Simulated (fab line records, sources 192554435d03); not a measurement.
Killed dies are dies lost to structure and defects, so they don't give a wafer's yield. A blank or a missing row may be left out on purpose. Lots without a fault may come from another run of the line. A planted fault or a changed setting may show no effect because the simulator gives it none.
Chamber matching | flow n5_finfet | N5_BEOL_M1_CMP_52 on cmp-03: 4 sister chambers
The step polishes, stops on SiOC, t overpolish 6.8 s, target thk 40 nm. 16 wafers are shown with their chamber, then 7 later ones without.

WAFERS WITH THEIR CHAMBER
wafer  | chamber | motor_current_A (A) | barrier_field_endpoint_s (s) | time_to_endpoint_s (s)
L074.2 | 2       | 5.8                 | 24.6                         | 62
L074.3 | 3       | 5.7                 | 25.9                         | 71
L077.1 | 1       | 6.1                 | 23.9                         | 63
L077.4 | 3       | 5.5                 | 26.2                         | 70
L079.1 | 2       | 5.9                 | 24.0                         | 58
L079.4 | 0       | 5.6                 | 25.2                         | 65
L080.2 | 0       | 5.3                 | 25.4                         | 64
L084.1 | 2       | 6.6                 | 25.1                         | 69
L086.1 | 3       | 5.2                 | 26.1                         | 69
L086.2 | 2       | 6.3                 | 25.1                         | 67
L086.4 | 0       | 5.4                 | 25.0                         | 66
L088.2 | 3       | 5.4                 | 25.2                         | 66
L088.3 | 1       | 6.2                 | 24.5                         | 61
L089.1 | 1       | 6.1                 | 23.8                         | 63
L089.3 | 0       | 5.7                 | 24.0                         | 64
L089.4 | 3       | 5.6                 | 25.4                         | 66

SIGNATURES (means of the wafers above)
reading                  | chamber 0 | chamber 1 | chamber 2 | chamber 3 | scatter within a chamber
motor_current_A          | 5.500     | 6.133     | 6.150     | 5.480     | 0.235
barrier_field_endpoint_s | 24.900    | 24.067    | 24.700    | 25.760    | 0.503
time_to_endpoint_s       | 64.75     | 62.33     | 64.00     | 68.40     | 2.9
Rule: a wafer's distance from a chamber is the root of the sum, over the readings, of the square of ((its reading less the chamber's mean) divided by the reading's scatter). The wafer belongs to the nearest chamber; if the next one is less than 2 further off, it can't be placed. The scatter: the root of (the sum of the squares of (reading less its chamber's mean) over the shown wafers, divided by (wafers less chambers)).

WAFERS WITHOUT THEIR CHAMBER
wafer  | motor_current_A (A) | barrier_field_endpoint_s (s) | time_to_endpoint_s (s)
L091.1 | 5.5                 | 25.2                         | 69
L091.2 | 6.2                 | 25.2                         | 66
L091.4 | 6.3                 | 24.1                         | 62
L095.1 | 6.2                 | 24.7                         | 61
L095.3 | 5.5                 | 25.0                         | 65
L097.1 | 5.4                 | 25.1                         | 68
L097.3 | 6.1                 | 24.7                         | 68

WHICH CHAMBER EACH WENT THROUGH
wafer  | from the rows above               | in truth
L091.1 | can't be placed: 3 or 0           | 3
L091.2 | can't be placed: 2 or 1 or 0      | 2
L091.4 | can't be placed: 1 or 2           | 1
L095.1 | can't be placed: 2 or 1           | 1
L095.3 | can't be placed: 0 or 3           | 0
L097.1 | can't be placed: 0 or 3           | 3
L097.3 | can't be placed: 2 or 1 or 0 or 3 | 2
Placed correctly: 0 of 7. Can't be placed from these rows: 7 (the true chamber is among the candidates in 7). Placed wrongly: 0.
